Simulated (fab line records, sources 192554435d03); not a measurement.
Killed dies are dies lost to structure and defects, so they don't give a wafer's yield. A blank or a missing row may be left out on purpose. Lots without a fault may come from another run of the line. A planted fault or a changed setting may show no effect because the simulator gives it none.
Which tool did it? | flow n5_finfet | 12 lots, 36 wafers sampled, at 1 step of a route of 1938

WHAT THE GAUGES READ, wafer by wafer
N5_SD_EPI_P_EPI_MEAS_23.
lot  | measured    | on            | thk_nm (nm)
L074 | day 3 16:10 | film_metro-01 | 60.1 60.6 61.8
L077 | day 4 05:57 | film_metro-01 | 61.9 59.5 61.1
L079 | day 4 16:32 | film_metro-01 | 60.8 60.2 58.7
L081 | day 5 04:50 | film_metro-01 | 59.8 61.1 60.0
L083 | day 5 22:46 | film_metro-02 | 62.1 61.7 64.0
L085 | day 6 15:12 | film_metro-02 | 60.1 60.2 59.4
L087 | day 6 20:29 | film_metro-01 | 59.6 62.7 60.7
L089 | day 7 04:34 | film_metro-01 | 59.1 61.7 62.2
L091 | day 7 15:40 | film_metro-02 | 62.8 61.9 61.1
L093 | day 8 05:53 | film_metro-02 | 60.6 62.3 61.4
L095 | day 8 17:59 | film_metro-02 | 63.2 63.9 62.6
L097 | day 9 08:18 | film_metro-02 | 62.1 61.9 62.1

WHICH TOOL RAN EACH LOT (tool, then ch and the chambers of the sampled wafers, then the start)
The record holds no process step before these readings.

THE ANSWER, worked out from the rows above alone
Rule: what is usual is taken from the lots themselves. Put in order of their means at a reading, lots are off if they are a third of the lots or fewer, leave a main group of 4 or more, and stand apart from it by a gap of 3 or more times the standard deviation of the main group's means; of several such gaps the widest counts. A main group whose means are all the same, to the digits that the tables above print for the reading, isn't used. A lot without any number at a reading at which 4 lots or more have one is off too. The other lots that the step has rows for count as sound.
No lot is off at any reading shown: from this, nothing can be told.

WHAT THE SIMULATOR HAD PUT IN
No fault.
